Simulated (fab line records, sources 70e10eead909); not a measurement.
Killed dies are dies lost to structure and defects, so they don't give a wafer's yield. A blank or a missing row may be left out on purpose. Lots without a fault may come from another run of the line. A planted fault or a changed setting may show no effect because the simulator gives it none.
A struck lot beside a sound one | flow nand_harc | 15 steps out of a route of 1159
Sound: wafers L121.1, L121.3, L121.4. Struck: wafers L124.1, L124.4. The cause comes at the end.
At each step with rows: each side's tool, then ch and its chambers, then its first start. Under that, the readings that differ: sound wafers | struck wafers | difference of the means | sigmas: that difference in standard deviations of wafers without a fault.
alike: readings whose means differ by less than 2 such deviations, and words and numbers that are the same on both sides. not compared: withheld readings, readings that some wafer has no value for, bounds like >300 that may hide the same value, and numbers for which the record gives no deviation and whose values overlap.
The two part at a step that has a row with sigmas, a row that says differs or no value, or rows on one side only. Numbers that don't overlap but have no deviation are shown without sigmas and don't part them. A reading that every wafer of one side lacks parts them only if that side has two wafers or more.

first, 7 steps without rows for these wafers: NHARC_A_M1_COAT_34 (time 65 s); NHARC_A_M1_COAT_03 (resist thk 90 nm); NHARC_A_M1_SOFTBAKE_04 (time 55 s); NHARC_A_M1_EBR_05; NHARC_A_M1_EXPOSE_06 (exposes mask A M1, target cd 120 nm); NHARC_A_M1_PEB_07 (peb time 65 s); NHARC_A_M1_DEVELOP_08 (develop time 35 s).
NHARC_A_M1_CD_MEAS_09: target cd 120 nm.
  sound on cd_sem-03 ch 0, day 19 21:46; struck on cd_sem-03 ch 0, day 20 21:45
  alike: cd_nm
NHARC_A_M1_OVL_MEAS_10: pitch 240 nm.
  sound on overlay-02, day 19 21:52; struck on overlay-02, day 20 21:50
  reading           | sound       | struck   | difference | sigmas
  overlay_x_nm (nm) | 1.9 1.8 1.5 | 0.1 -0.3 | -1.8       | -2
  alike: overlay_y_nm
NHARC_A_M1_INSPECT_11:
  sound on defect_inspect-02, day 19 21:54; struck on defect_inspect-01, day 20 21:53
  alike: raw_defect_count
NHARC_A_M1_DESCUM_14: chemistry O2, time 3 s.
  sound on rie_diel-12 ch 0,1,2, day 19 21:58; struck on rie_diel-12 ch 1,2, day 20 21:57
  reading                | sound       | struck  | difference | sigmas
  rf_hours_counter_h (h) | 4.0 3.8 4.2 | 5.7 6.0 | +1.8       |
  alike: drypump_motor_current_A, o2_flow_sccm, oes_product_au, rf_vpp_V, showerhead_plenum_p_Torr, throttle_valve_pct
NHARC_A_M1_ETCH_35: etches the open film in N2/H2, target depth 40 nm, overetch 12 nm, time 43.94 s.
  sound on rie_diel-12 ch 1,2,3, day 19 22:02; struck on rie_diel-12 ch 0,3, day 20 22:02
  reading                | sound       | struck  | difference | sigmas
  rf_hours_counter_h (h) | 4.0 3.8 4.3 | 6.2 5.6 | +1.9       |
  alike: bias_w, chamber_pressure_mTorr, drypump_motor_current_A, oes_product_au, rf_fwd_power_W, rf_vpp_V, showerhead_plenum_p_Torr, throttle_valve_pct
NHARC_A_M1_ETCH_15: etches the open film in C4F8/Ar, target depth 182.5 nm, time 91.2 s.
  sound on rie_diel-12 ch 1,2,3, day 19 22:08; struck on rie_diel-12 ch 0,1, day 20 22:07
  no value came back on the struck wafers for any of 6 readings (bias_w (W), chamber_pressure_mTorr (mTorr) and others); on the sound wafers bias_w (W) reads 301.1 300.0 300.4
NHARC_A_M1_CD_MEAS_16:
  sound on cd_sem-01, day 19 22:16; struck on cd_sem-02, day 20 22:14
  alike: cd_nm
NHARC_END_SORT_01:
  sound on prober-01 ch 0, day 21 08:50; struck on prober-01 ch 0, day 22 19:25
  reading                  | sound          | struck    | difference | sigmas
  defect_limited_yield (%) | 95.6 94.7 95.4 | 0 0       | -95        | -73
  killed_at_array          | 27 31 28       | 669 672   | +642       | +76
  killed_at_other          | 0 0 0          | 2 4       | +3         | +3
  killed_dies              | 30 36 31       | 677 677   | +645       | +75
  sort_bin_2_pct (%)       | 1.2 1.9 1.3    | 97.3 98.5 | +96.4      | +99 or more
  sort_n_pass              | 647 641 646    | 0 0       | -645       | -75
  sort_rim_yield_pct (%)   | 92.5 97.2 96.2 | 0 0       | -95        | -41
  sort_yield_pct (%)       | 95.6 94.7 95.4 | 0 0       | -95        | -73
  alike: killed_at_periphery, killed_open, killed_short, sort_bin_3_pct, sort_bin_4_pct

WHERE THEY PART
First at NHARC_A_M1_OVL_MEAS_10; last, within this record, at NHARC_END_SORT_01.

WHY: what the simulator had put in
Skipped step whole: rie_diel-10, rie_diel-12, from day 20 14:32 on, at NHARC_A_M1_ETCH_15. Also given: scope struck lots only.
